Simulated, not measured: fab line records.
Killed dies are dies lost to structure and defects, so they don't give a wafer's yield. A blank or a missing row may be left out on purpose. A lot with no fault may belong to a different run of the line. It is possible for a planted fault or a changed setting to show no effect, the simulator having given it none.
Struck lot and sound lot, side by side | flow n5_finfet | 41 steps out of a route of 1938
Sound: these wafers, L437.1, L437.3, L437.4. The struck wafers were L448.3, L448.4, L448.6. At the end, the cause is stated.
Order at every step that has rows: each side's tool, ch and its chambers, its first start. Under that, the readings that differ: sound wafers | struck wafers | difference of the means | sigmas: that difference in standard deviations of wafers without a fault.
alike: a reading whose means differ by less than 2 such deviations, as well as words and numbers matching on both sides. not compared: withheld readings; readings where some wafer has no value; bounds like >300 that might hide an equal value; numbers whose values overlap and for which the record gives no deviation.
Wherever a step has rows on one side only, a row that says differs or no value, or a row with sigmas, the two part there. Numbers that have no deviation but don't overlap get no sigmas and don't part them. Lack of a reading on every wafer of one side parts them only where that side has two or more wafers.

first, 11 steps without rows for these wafers: N5_GATE_CUT_ETCHBACK_00 (etches W in SF6/Cl2); N5_GATE_CUT_ETCH_56 (etches TiN in Cl2/Ar, target depth 21.6 nm); N5_GATE_CUT_ETCHBACK_30 (etches TiN in Cl2/Ar, target depth 3 nm); N5_GATE_CUT_VAPOR_ETCH_60 (etches HfO2 in BCl3/Cl2); N5_GATE_CUT_ETCH_58 (etches SiNx in CH3F/O2, target depth 17 nm, time 128.6 s); N5_GATE_CUT_STRIP_59 (strips in N2/H2, time 20 s); N5_GATE_CUT_PRECLEAN_31 (cleans in DIW, time 300 s); N5_GATE_CUT_SRD_32 (time 30 s); N5_GATE_CUT_SAC_CAP_01 (material SiNx, target thk 24 nm, pulse time 1 s, ald cycles 480); N5_GATE_CUT_PECVD_57 (deposits SiNx from SiH4/NH3/N2, target thk 21 nm); N5_GATE_CUT_CMP_02 (polishes, stops on SiO2, t overpolish 12.7 s, target thk 0 nm).
N5_GATE_CUT_HM_DEP_46: deposits SiO2 from TEOS/O2, target thk 130 nm, time 26.6 s.
  sound on pecvd-04 ch 0,1, day 6 10:31; struck on pecvd-04 ch 0,2, day 9 06:46
  alike: heater_power_w, showerhead_plenum_p_Torr, throttle_valve_pct
then, 19 steps without rows for these wafers: N5_GATE_CUT_COAT_34 (time 60 s, resist thk 60 nm); N5_GATE_CUT_COAT_35 (time 60 s, resist thk 10 nm); N5_GATE_CUT_COAT_27 (time 60 s, resist thk 10 nm); N5_GATE_CUT_COAT_07 (resist thk 30 nm); N5_GATE_CUT_EBR_09; N5_GATE_CUT_SOFTBAKE_08 (time 60 s); N5_GATE_CUT_EXPOSE_10 (exposes mask GATE CUT, target cd 20 nm); N5_GATE_CUT_PEB_11 (peb time 60 s); N5_GATE_CUT_DEVELOP_12 (develop time 30 s); N5_GATE_CUT_DESCUM_18 (chemistry O2, time 7 s); N5_GATE_CUT_ETCH_28 (etches underlayer in N2/H2, target depth 13 nm, time 10.4 s); N5_GATE_CUT_ETCH_36 (etches SiARC in CF4, target depth 13 nm, time 21.7 s); N5_GATE_CUT_ETCH_37 (etches SOC in N2/H2, target depth 60 nm, overetch 12 nm, time 90 s); N5_GATE_CUT_STRIP_38 (strips in N2/H2); N5_GATE_CUT_STRIP_39 (strips in N2/H2); N5_GATE_CUT_HM_OPEN_40 (chemistry C4F6/O2, target SiO2, target depth 139 nm, time 85.1 s); N5_GATE_CUT_STRIP_41 (strips in CF4); N5_GATE_CUT_STRIP_42 (strips in O2); N5_GATE_CUT_ETCH_19 (etches SiNx in CH3F/O2, target depth 53.7 nm, time 76.7 s).
N5_GATE_CUT_CUT_ETCH_53: etches W in SF6/Cl2, target depth 79.2 nm.
  sound on rie_metal-03 ch 0,1, day 6 11:40; struck on rie_metal-02 ch 0,1, day 9 07:39
  reading                | sound             | struck            | difference | sigmas
  oes_product_au (a.u.)  | 0.67 0.67 0.78    | 0.49 0.42 0.51    | -0.23      | -3
  throttle_valve_pct (%) | 28.79 28.77 28.47 | 28.18 28.39 28.19 | -0.42      | -3
  alike: drypump_motor_current_A, etch_rf_on_time_s
  not compared: rf_hours_counter_h
then, 6 steps without rows for these wafers: N5_GATE_CUT_CUT_ETCH_54 (etches TiN in Cl2/BCl3, target depth 96.7 nm); N5_GATE_CUT_CUT_ETCH_55 (etches HfO2 in BCl3, target depth 3.2 nm); N5_GATE_CUT_ETCH_47 (etches SiO2 in Cl2/BCl3, target depth 10 nm); N5_GATE_CUT_VAPOR_ETCH_48 (etches TiN in BCl3/Cl2); N5_GATE_CUT_VAPOR_ETCH_49 (etches TiAlC in BCl3/Cl2); N5_GATE_CUT_VAPOR_ETCH_51 (etches HfO2 in BCl3/Cl2).
N5_GATE_CUT_THK_MEAS_24:
  sound on film_metro-01 at day 6 13:54; struck on film_metro-02 at day 9 09:52
  reading          | sound             | struck            | difference | sigmas
  GC_FILL_THK (nm) | 218.1 220.1 220.4 | 194.3 198.7 197.9 | -22.6      | -13
-- record jumps: 3 days separate the struck wafers' starts on either side; left off in module GATE_CUT, taken up again in module BEOL_M4, whose first shown step is the route's number 1111 --
N5_BEOL_M4_RC_MEAS_101:
  sound on prober-01 ch 0, day 10 20:34; struck on prober-01 ch 0, day 12 17:17
  reading       | sound          | struck         | difference | sigmas
  DIBL_N (mV/V) | 37.3 34.0 33.2 | 36.8 37.9 40.2 | +3.5       | +2
  alike: DIBL_P, IOFF_N, IOFF_P, ION_N, ION_P, SS_N, SS_P, VT_N, VT_P
-- record jumps: 4 days separate the struck wafers' starts on either side; left off in module BEOL_M4, taken up again in module PASSIVATION, whose first shown step is the route's number 1936 --
N5_PASSIVATION_PROBE_49:
  record: rows for the struck wafers here (prober-02, day 16 15:26), none for the sound ones

WHERE THEY PART
First at N5_GATE_CUT_CUT_ETCH_53; last, within this record, at N5_PASSIVATION_PROBE_49.

WHY: whatever the simulator had introduced
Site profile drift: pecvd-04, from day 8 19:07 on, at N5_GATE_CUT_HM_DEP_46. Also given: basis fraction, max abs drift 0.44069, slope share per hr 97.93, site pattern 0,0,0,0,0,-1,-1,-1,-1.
